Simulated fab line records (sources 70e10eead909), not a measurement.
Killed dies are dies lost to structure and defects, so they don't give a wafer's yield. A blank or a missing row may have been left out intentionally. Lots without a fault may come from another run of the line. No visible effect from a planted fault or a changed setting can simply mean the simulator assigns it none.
A single fault, viewed from 2 desks + flow nand harc + each desk holds nothing but its own numbers, with what lay behind them at the end

== FROM THE METROLOGY DESK ==
Means of the sampled wafers that have a number, per lot and without regard to the tool the lot ran on: this is what the gauges read. A lot is out of limits, marked OUT, if its mean lies more than 4 standard deviations from the usual mean; the brackets give that distance.
Columns: A = overlay x nm at NHARC_A_M1_OVL_MEAS_10, usual -0.2 nm; B = overlay y nm at NHARC_A_M1_OVL_MEAS_10, usual 0.1 nm
| lot  | first seen here | A    | B    |
|------|-----------------|------|------|
| L149 | day 17 22:05    | -0.8 | -0.4 |
| L150 | day 17 22:48    | -0.6 | -0.3 |
| L151 | day 18 00:38    | -0.0 | 0.0  |
| L147 | day 18 01:23    | 0.5  | 0.3  |
| L152 | day 18 17:50    | -0.6 | -0.9 |
| L160 | day 21 01:31    | 1.1  | -0.7 |
| L164 | day 21 13:01    | -0.0 | 1.6  |
| L163 | day 21 19:25    | 0.9  | -0.8 |
| L161 | day 21 20:11    | 0.4  | 1.9  |
| L162 | day 22 00:32    | 0.5  | 0.1  |
| L165 | day 22 04:34    | -1.5 | 0.0  |
| L166 | day 22 06:17    | 0.9  | -0.1 |
| L168 | day 23 06:23    | -2.1 | -0.0 |
| L169 | day 23 10:08    | 0.9  | 0.6  |
Result from this desk: across the 14 lots, nothing is out of limits.

== AT THE TOOL OWNER'S DESK: pvd sputter-01 ==
The tool's own readings at NHARC_A_M1_PVD_20 (deposits TaN, target thk 5 nm, time 8.06 s): means of the sampled wafers that have a number, for each lot that ran on this tool. A lot is out of limits, marked OUT, if its mean lies more than 4 standard deviations from the usual mean; the brackets give that distance.
Columns: A = bias v at NHARC_A_M1_PVD_20, usual 168.5 V; B = cathode dc power W at NHARC_A_M1_PVD_20, usual 15000 W; C = throttle valve pct at NHARC_A_M1_PVD_20, usual 30.3 %
| lot  | first seen here | A     | B     | C    |
|------|-----------------|-------|-------|------|
| L149 | day 17 23:22    | 168.1 | 14999 | 30.9 |
| L147 | day 18 02:47    | 168.0 | 15002 | 30.7 |
| L160 | day 21 02:46    | 168.8 | 14998 | 30.6 |
| L164 | day 21 14:15    | 168.3 | 15001 | 30.7 |
| L163 | day 21 20:41    | 167.7 | 15002 | 30.9 |
| L165 | day 22 05:48    | 166.9 | 15000 | 30.7 |
| L168 | day 23 07:41    | 168.0 | 15001 | 31.2 |
Result from this desk: across the 7 lots, nothing is out of limits.

== PUT TOGETHER ==
Metrology desk: nothing out of limits seen.
The tool owner's desk saw nothing out of limits.

== WHAT WAS PUT IN BY THE SIMULATOR ==
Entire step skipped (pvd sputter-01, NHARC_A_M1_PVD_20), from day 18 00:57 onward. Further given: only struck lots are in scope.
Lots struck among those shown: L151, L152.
